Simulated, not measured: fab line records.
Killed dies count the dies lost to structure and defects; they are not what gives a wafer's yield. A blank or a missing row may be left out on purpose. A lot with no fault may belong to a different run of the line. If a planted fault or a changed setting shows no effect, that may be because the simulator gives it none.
Matching of chambers -- flow nand_harc -- NHARC_A_SLIT_DEP_23 on pecvd-02 has 3 sister chambers
The step deposits SiON, target thk 100 nm. 14 wafers are shown with their chamber, then 7 later ones without.

## WAFERS, EACH WITH ITS CHAMBER
wafer,chamber,heater_power_w (W)
L403.1,1,879
L403.2,0,705
L403.5,0,705
L405.1,2,555
L405.4,0,699
L405.6,1,850
L411.1,0,671
L411.5,2,698
L411.6,0,680
L412.1,1,806
L412.2,2,739
L412.3,0,677
L419.4,0,692
L419.5,2,675

SIGNATURES (means of the wafers above)
reading,chamber 0,chamber 1,chamber 2,scatter within a chamber
heater_power_w,689.86,845.00,666.75,45.3
Rule: a wafer lies at a distance from a chamber equal to the root of the sum of squares, over the readings, of (its reading less the chamber's mean, divided by the reading's scatter). The wafer belongs to the nearest chamber; if the next one is less than 2 further off, it can't be placed. The scatter: take each reading less its chamber's mean, square it, sum over the shown wafers, divide by the number of wafers less the number of chambers, and take the root.

## WAFERS WHOSE CHAMBER IS MISSING
wafer,heater_power_w (W)
L419.6,787
L420.1,836
L420.3,706
L420.5,679
L416.1,902
L416.4,677
L416.6,619

## WHICH CHAMBER EACH WENT THROUGH
wafer,from the rows above,in truth
L419.6,can't be placed: 1 or 0 or 2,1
L420.1,1,1
L420.3,can't be placed: 0 or 2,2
L420.5,can't be placed: 0 or 2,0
L416.1,1,1
L416.4,can't be placed: 2 or 0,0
L416.6,can't be placed: 2 or 0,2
Correct placement for 2 of the 7. From these rows, 5 cannot be placed; in 5 the true chamber is one of the candidates. Wrongly placed: 0.
